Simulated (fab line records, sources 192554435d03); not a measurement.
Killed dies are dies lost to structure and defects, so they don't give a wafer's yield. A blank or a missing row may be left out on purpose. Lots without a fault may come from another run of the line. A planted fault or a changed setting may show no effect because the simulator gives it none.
Chamber matching | flow n5_finfet | N5_BEOL_M6_ILD_DEP_00 on pecvd-01: 3 sister chambers
The step deposits SiCOH lowk from DEMS/porogen, target thk 179.75 nm, time 33.4 s. 33 wafers are shown with their chamber, then 12 later ones without.

WAFERS WITH THEIR CHAMBER
wafer  | chamber | showerhead_plenum_p_Torr (Torr) | throttle_valve_pct (%) | heater_power_w (W)
L075.3 | 1       | 5.764                           | 14.2                   | 403
L075.4 | 1       | 5.780                           | 14.7                   | 398
L075.5 | 2       | 5.708                           | 13.0                   | 285
L074.1 | 2       | 5.698                           | 12.9                   | 338
L074.2 | 0       | 5.702                           | 14.4                   | 319
L074.3 | 1       | 5.776                           | 14.5                   | 388
L074.4 | 0       | 5.699                           | 14.2                   | 330
L074.5 | 1       | 5.766                           | 14.5                   | 383
L074.6 | 2       | 5.699                           | 13.3                   | 348
L078.4 | 2       | 5.717                           | 13.3                   | 326
L078.5 | 0       | 5.686                           | 13.9                   | 299
L078.6 | 1       | 5.754                           | 14.5                   | 391
L080.1 | 2       | 5.707                           | 13.2                   | 318
L080.2 | 0       | 5.693                           | 14.4                   | 292
L080.3 | 1       | 5.768                           | 14.7                   | 398
L080.4 | 2       | 5.702                           | 13.4                   | 316
L080.5 | 0       | 5.699                           | 14.3                   | 303
L080.6 | 1       | 5.773                           | 14.6                   | 390
L081.1 | 0       | 5.709                           | 14.2                   | 302
L081.2 | 1       | 5.767                           | 14.6                   | 382
L081.3 | 2       | 5.700                           | 13.3                   | 336
L081.4 | 0       | 5.700                           | 14.1                   | 305
L081.5 | 1       | 5.792                           | 14.7                   | 384
L081.6 | 2       | 5.697                           | 13.0                   | 341
L082.1 | 0       | 5.696                           | 14.0                   | 270
L082.4 | 0       | 5.703                           | 14.3                   | 283
L082.6 | 2       | 5.689                           | 13.1                   | 344
L088.1 | 2       | 5.702                           | 12.8                   | 300
L088.2 | 0       | 5.697                           | 13.9                   | 270
L088.3 | 1       | 5.764                           | 14.5                   | 396
L088.4 | 1       | 5.772                           | 14.7                   | 390
L088.5 | 0       | 5.700                           | 14.2                   | 284
L088.6 | 2       | 5.695                           | 13.1                   | 311

SIGNATURES (means of the wafers above)
reading                  | chamber 0 | chamber 1 | chamber 2 | scatter within a chamber
showerhead_plenum_p_Torr | 5.69855   | 5.77055   | 5.70127   | 0.00792
throttle_valve_pct       | 14.173    | 14.564    | 13.127    | 0.174
heater_power_w           | 296.09    | 391.18    | 323.91    | 16.3
Rule: a wafer's distance from a chamber is the root of the sum, over the readings, of the square of ((its reading less the chamber's mean) divided by the reading's scatter). The wafer belongs to the nearest chamber; if the next one is less than 2 further off, it can't be placed. The scatter: the root of (the sum of the squares of (reading less its chamber's mean) over the shown wafers, divided by (wafers less chambers)).

WAFERS WITHOUT THEIR CHAMBER
wafer  | showerhead_plenum_p_Torr (Torr) | throttle_valve_pct (%) | heater_power_w (W)
L090.1 | 5.773                           | 14.5                   | 365
L090.2 | 5.696                           | 13.2                   | 298
L090.6 | 5.708                           | 13.1                   | 308
L092.2 | 5.700                           | 14.2                   | 307
L092.3 | 5.769                           | 14.4                   | 354
L092.6 | 5.697                           | 13.3                   | 326
L094.1 | 5.699                           | 14.3                   | 280
L094.2 | 5.757                           | 14.6                   | 355
L094.3 | 5.702                           | 13.6                   | 342
L094.4 | 5.682                           | 13.0                   | 320
L094.5 | 5.691                           | 14.2                   | 289
L094.6 | 5.772                           | 14.6                   | 354

WHICH CHAMBER EACH WENT THROUGH
wafer  | from the rows above     | in truth
L090.1 | 1                       | 1
L090.2 | 2                       | 2
L090.6 | 2                       | 2
L092.2 | 0                       | 0
L092.3 | 1                       | 1
L092.6 | 2                       | 2
L094.1 | 0                       | 0
L094.2 | 1                       | 1
L094.3 | can't be placed: 2 or 0 | 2
L094.4 | 2                       | 2
L094.5 | 0                       | 0
L094.6 | 1                       | 1
Placed correctly: 11 of 12. Can't be placed from these rows: 1 (the true chamber is among the candidates in 1). Placed wrongly: 0.
